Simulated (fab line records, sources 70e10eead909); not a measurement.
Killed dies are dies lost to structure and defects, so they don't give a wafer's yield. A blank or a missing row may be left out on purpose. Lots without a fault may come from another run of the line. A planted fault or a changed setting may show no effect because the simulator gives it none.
Chamber matching | flow nand_harc | NHARC_A_STAIRCASE_DEP_471 on pecvd-03: 3 sister chambers
The step deposits SiO2, target thk 100 nm. 18 wafers are shown with their chamber, then 9 later ones without.

WAFERS WITH THEIR CHAMBER
wafer  | chamber | throttle_valve_pct (%) | heater_power_w (W)
L075.1 | 1       | 15.2                   | 640
L075.3 | 0       | 16.8                   | 519
L075.5 | 0       | 16.5                   | 529
L077.2 | 2       | 14.8                   | 541
L077.4 | 0       | 16.6                   | 548
L077.6 | 2       | 14.7                   | 566
L079.1 | 2       | 14.7                   | 573
L079.2 | 0       | 16.5                   | 637
L079.3 | 1       | 15.3                   | 627
L080.1 | 2       | 14.7                   | 552
L080.2 | 0       | 16.4                   | 596
L080.6 | 0       | 16.5                   | 607
L081.1 | 2       | 14.4                   | 540
L081.3 | 1       | 15.4                   | 636
L081.5 | 2       | 14.8                   | 558
L082.1 | 2       | 14.9                   | 487
L082.2 | 1       | 15.5                   | 580
L082.3 | 0       | 16.2                   | 580

SIGNATURES (means of the wafers above)
reading            | chamber 0 | chamber 1 | chamber 2 | scatter within a chamber
throttle_valve_pct | 16.500    | 15.350    | 14.714    | 0.163
heater_power_w     | 573.71    | 620.75    | 545.29    | 35.1
Rule: a wafer's distance from a chamber is the root of the sum, over the readings, of the square of ((its reading less the chamber's mean) divided by the reading's scatter). The wafer belongs to the nearest chamber; if the next one is less than 2 further off, it can't be placed. The scatter: the root of (the sum of the squares of (reading less its chamber's mean) over the shown wafers, divided by (wafers less chambers)).

WAFERS WITHOUT THEIR CHAMBER
wafer  | throttle_valve_pct (%) | heater_power_w (W)
L090.1 | 15.2                   | 511
L090.3 | 15.4                   | 662
L090.6 | 15.7                   | 513
L092.2 | 15.5                   | 529
L092.3 | 16.4                   | 599
L092.4 | 15.5                   | 592
L096.1 | 15.7                   | 628
L096.2 | 16.4                   | 601
L096.5 | 15.5                   | 650

WHICH CHAMBER EACH WENT THROUGH
wafer  | from the rows above     | in truth
L090.1 | can't be placed: 2 or 1 | 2
L090.3 | 1                       | 1
L090.6 | can't be placed: 1 or 0 | 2
L092.2 | 1                       | 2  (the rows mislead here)
L092.3 | 0                       | 0
L092.4 | 1                       | 1
L096.1 | 1                       | 1
L096.2 | 0                       | 0
L096.5 | 1                       | 1
Placed correctly: 6 of 9. Can't be placed from these rows: 2 (the true chamber is among the candidates in 1). Placed wrongly: 1.
